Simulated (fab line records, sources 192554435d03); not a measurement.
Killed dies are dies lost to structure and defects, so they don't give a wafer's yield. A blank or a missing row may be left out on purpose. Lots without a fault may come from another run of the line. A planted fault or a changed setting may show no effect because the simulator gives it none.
Which tool did it? | flow n5_finfet | 9 lots, 27 wafers sampled, at 6 steps of a route of 1938

WHAT THE GAUGES READ, wafer by wafer
N5_BEOL_M1_CD_MEAS_18: pitch 36 nm, target cd 18 nm. Usual: cd_nm 18.0 nm, standard deviation 0.38.
lot  | measured     | on        | cd_nm (nm)     | flag
L451 | day 6 04:32  | cd_sem-03 | 18.3 17.7 18.9 |
L453 | day 6 14:28  | cd_sem-03 | 18.7 18.6 17.8 |
L454 | day 6 17:49  | cd_sem-02 | 18.1 17.8 18.3 |
L466 | day 10 02:16 | cd_sem-01 | 18.3 17.5 18.0 |
L465 | day 10 02:20 | cd_sem-03 | 17.7 18.1 18.2 |
L467 | day 10 14:38 | cd_sem-02 | 17.6 18.2 18.0 |
L468 | day 10 17:40 | cd_sem-03 | 17.5 17.9 18.1 |
L469 | day 10 19:12 | cd_sem-02 | 17.1 18.0 17.9 |
L472 | day 11 08:12 | cd_sem-02 | 17.9 18.0 17.9 |

N5_BEOL_M1_OCD_MEAS_38. Usual: trench_depth_nm 55.5 nm, standard deviation 1.2.
lot  | measured     | on     | trench_depth_nm (nm) | flag
L451 | day 6 13:09  | ocd-02 | 54.3 54.9 54.9       |
L453 | day 6 16:56  | ocd-01 | 54.4 56.4 54.3       |
L454 | day 6 18:55  | ocd-01 | 55.6 54.6 56.3       |
L466 | day 10 03:40 | ocd-02 | 0 0.2 0.0            | OFF
L465 | day 10 03:46 | ocd-01 | 0.1 0.1 0            | OFF
L467 | day 10 17:53 | ocd-02 | 56.5 57.0 54.8       |
L468 | day 10 23:16 | ocd-01 | 57.4 54.6 56.0       |
L469 | day 10 23:56 | ocd-01 | 55.1 56.8 57.3       |
L472 | day 11 10:53 | ocd-02 | 56.6 55.0 54.4       |

N5_BEOL_M4_RC_MEAS_101. Usual: DIBL_N 36.2 mV/V, standard deviation 1.6; DIBL_P 36.1 mV/V, standard deviation 2; IOFF_N 0.16 nA/um, standard deviation 0.032; IOFF_P 0.22 nA/um, standard deviation 0.036; ION_N 672 uA/um, standard deviation 11; ION_P 463 uA/um, standard deviation 7.5; SS_N 71.4 mV/dec, standard deviation 0.58; SS_P 73.2 mV/dec, standard deviation 0.67; VT_N 250 mV, standard deviation 3.3; VT_P -250 mV, standard deviation 3.3.
lot  | measured     | on        | DIBL_N (mV/V)  | DIBL_P (mV/V)  | IOFF_N (nA/um) | IOFF_P (nA/um) | ION_N (uA/um) | ION_P (uA/um) | SS_N (mV/dec)  | SS_P (mV/dec)  | VT_N (mV)   | VT_P (mV)      | flag
L451 | day 8 04:59  | prober-02 | 36.6 37.2 34.5 | 37.3 38.7 35.6 | 0.13 0.17 0.12 | 0.17 0.19 0.15 | 652 679 660   | 446 456 444   | 71.1 72.3 70.7 | 72.5 74.0 72.3 | 254 247 255 | -257 -251 -256 |
L453 | day 8 11:39  | prober-02 | 35.8 35.9 38.0 | 36.9 35.7 39.7 | 0.15 0.15 0.19 | 0.22 0.19 0.27 | 678 664 675   | 470 457 469   | 71.6 71.4 72.2 | 73.6 72.8 74.3 | 248 249 249 | -250 -252 -249 |
L454 | day 8 13:38  | prober-02 | 36.3 37.3 37.1 | 35.6 37.0 36.1 | 0.16 0.18 0.16 | 0.23 0.25 0.22 | 683 680 680   | 474 465 472   | 71.8 71.7 71.6 | 73.3 73.5 73.8 | 247 247 248 | -250 -246 -250 |
L467 | day 12 12:28 | prober-02 | 34.2 33.3 36.3 | 33.8 32.6 36.6 | 0.13 0.13 0.17 | 0.18 0.17 0.23 | 647 657 665   | 455 459 457   | 70.6 70.6 72.2 | 72.7 72.4 73.4 | 253 251 248 | -253 -251 -250 |
L468 | day 12 09:08 | prober-02 | 34.6 35.1 36.8 | 34.6 35.6 38.2 | 0.12 0.13 0.15 | 0.18 0.19 0.23 | 661 667 679   | 458 461 470   | 71.6 71.1 72.1 | 72.5 72.6 73.9 | 254 254 251 | -253 -250 -250 |
L469 | day 12 22:08 | prober-02 | 34.9 32.7 37.0 | 35.6 32.1 37.2 | 0.14 0.12 0.19 | 0.23 0.18 0.27 | 668 677 681   | 463 467 472   | 71.3 70.6 71.7 | 73.1 72.5 73.3 | 253 251 245 | -246 -248 -244 |
L472 | day 13 06:59 | prober-02 | 33.0 38.4 35.4 | 30.8 38.8 34.2 | 0.11 0.20 0.13 | 0.15 0.27 0.19 | 649 676 670   | 449 463 463   | 71.1 71.9 71.2 | 72.6 74.0 72.6 | 257 248 251 | -254 -244 -249 |

WHICH TOOL RAN EACH LOT (tool, then ch and the chambers of the sampled wafers, then the start)
lot  | N5_BEOL_M1_TRENCH_ETCH_37          | N5_BEOL_M1_DEGAS_44          | N5_BEOL_M1_SURFACE_TREAT_85
L451 | rie_diel-05 ch 0,2,3, day 6 12:59  | pvd_sputter-01, day 6 13:24  | pvd_sputter-01, day 6 13:44
L453 | rie_diel-04 ch 0,3, day 6 16:46    | pvd_sputter-02, day 6 17:28  | pvd_sputter-02, day 6 17:47
L454 | rie_diel-03 ch 0,1,3, day 6 18:46  | pvd_sputter-01, day 6 19:09  | pvd_sputter-01, day 6 19:35
L466 | rie_diel-05 ch 0,1,2, day 10 03:31 | pvd_sputter-03, day 10 04:04 | pvd_sputter-02, day 10 04:37
L465 | rie_diel-03 ch 0,3, day 10 03:37   | pvd_sputter-03, day 10 04:09 | pvd_sputter-02, day 10 04:40
L467 | rie_diel-03 ch 0,2,3, day 10 17:44 | pvd_sputter-01, day 10 18:29 | pvd_sputter-03, day 10 18:49
L468 | rie_diel-03 ch 0,2,3, day 10 23:06 | pvd_sputter-01, day 10 23:37 | pvd_sputter-01, day 10 23:58
L469 | rie_diel-03 ch 0,2,3, day 10 23:47 | pvd_sputter-01, day 11 00:10 | pvd_sputter-03, day 11 01:08
L472 | rie_diel-03 ch 0,1,3, day 11 10:43 | pvd_sputter-01, day 11 11:41 | pvd_sputter-01, day 11 12:02
- N5_BEOL_M1_TRENCH_ETCH_37: etches SiOC in C4F6/O2, target depth 55.207 nm, time 29 s.
- N5_BEOL_M1_DEGAS_44: time 60 s.
- N5_BEOL_M1_SURFACE_TREAT_85

WHAT THE TOOLS THEMSELVES READ (means of the sampled wafers that have a number; where no wafer has one, the mark that the record gives instead)
N5_BEOL_M1_TRENCH_ETCH_37. Usual: C4F6_flow_sccm 10.00 sccm, standard deviation 0.032; O2_flow_sccm 10.004 sccm, standard deviation 0.028; drypump_motor_current_A 5.6 A, standard deviation 0.44; oes_product_au 0.78 a.u., standard deviation 0.08; rf_fwd_power_W 350.2 W, standard deviation 1.4; rf_vpp_V 668 V, standard deviation 14; showerhead_plenum_p_Torr 2.85 Torr, standard deviation 0.07; throttle_valve_pct 20.95 %, standard deviation 0.19.
lot  | tool        | C4F6_flow_sccm (sccm) | O2_flow_sccm (sccm) | drypump_motor_current_A (A) | oes_product_au (a.u.) | rf_fwd_power_W (W) | rf_vpp_V (V) | showerhead_plenum_p_Torr (Torr) | throttle_valve_pct (%) | flag
L451 | rie_diel-05 | 9.99                  | 9.998               | 5.6                         | 0.74                  | 350.6              | 667          | 2.87                            | 20.85                  |
L453 | rie_diel-04 | 10.00                 | 9.996               | 5.3                         | 0.71                  | 351.2              | 659          | 2.83                            | 21.02                  |
L454 | rie_diel-03 | 10.01                 | 10.014              | 5.4                         | 0.80                  | 349.0              | 677          | 2.86                            | 20.96                  |
L466 | rie_diel-05 | -                     | -                   | -                           | -                     | -                  | -            | -                               | -                      | OFF
L465 | rie_diel-03 | -                     | -                   | -                           | -                     | -                  | -            | -                               | -                      | OFF
L467 | rie_diel-03 | 9.99                  | 9.985               | 5.4                         | 0.85                  | 349.6              | 675          | 2.88                            | 20.88                  |
L468 | rie_diel-03 | 10.00                 | 10.003              | 5.4                         | 0.85                  | 349.8              | 673          | 2.88                            | 20.87                  |
L469 | rie_diel-03 | 9.96                  | 10.007              | 5.4                         | 0.85                  | 349.5              | 673          | 2.88                            | 20.88                  |
L472 | rie_diel-03 | 10.01                 | 10.015              | 5.4                         | 0.77                  | 351.9              | 676          | 2.85                            | 21.00                  |

N5_BEOL_M1_DEGAS_44. Usual: heater_power_w 320 W, standard deviation 38.
lot  | tool           | heater_power_w (W) | flag
L451 | pvd_sputter-01 | 290                |
L453 | pvd_sputter-02 | 325                |
L454 | pvd_sputter-01 | 311                |
L466 | pvd_sputter-03 | 299                |
L465 | pvd_sputter-03 | 290                |
L467 | pvd_sputter-01 | 333                |
L468 | pvd_sputter-01 | 311                |
L469 | pvd_sputter-01 | 330                |
L472 | pvd_sputter-01 | 335                |

THE ANSWER, worked out from the rows above alone
Rule: a lot is off if the mean of its wafers that have a number lies more than 3 standard deviations from the usual mean. A lot without any number at a reading at which 4 lots or more have one is off too. The other lots that the step has rows for count as sound. The gauges are gone through in route order, then the tools' own readings, and for those a lot's mean is taken as printed above. The first step at which some lot is off is used, and at that step the reading that is off furthest; a lot without a number counts as furthest.
Off: L466, L465, at N5_BEOL_M1_OCD_MEAS_38 (trench_depth_nm).
A tool fits if, at a process step before that reading, it ran every lot that is off, and no sound lot after the first of them. The gauges at N5_BEOL_M1_OCD_MEAS_38 aren't tried: what is off there is off at N5_BEOL_M1_TRENCH_ETCH_37 too, on other tools, and a gauge's error can't cause that. None of those tried fits.

WHAT THE SIMULATOR HAD PUT IN
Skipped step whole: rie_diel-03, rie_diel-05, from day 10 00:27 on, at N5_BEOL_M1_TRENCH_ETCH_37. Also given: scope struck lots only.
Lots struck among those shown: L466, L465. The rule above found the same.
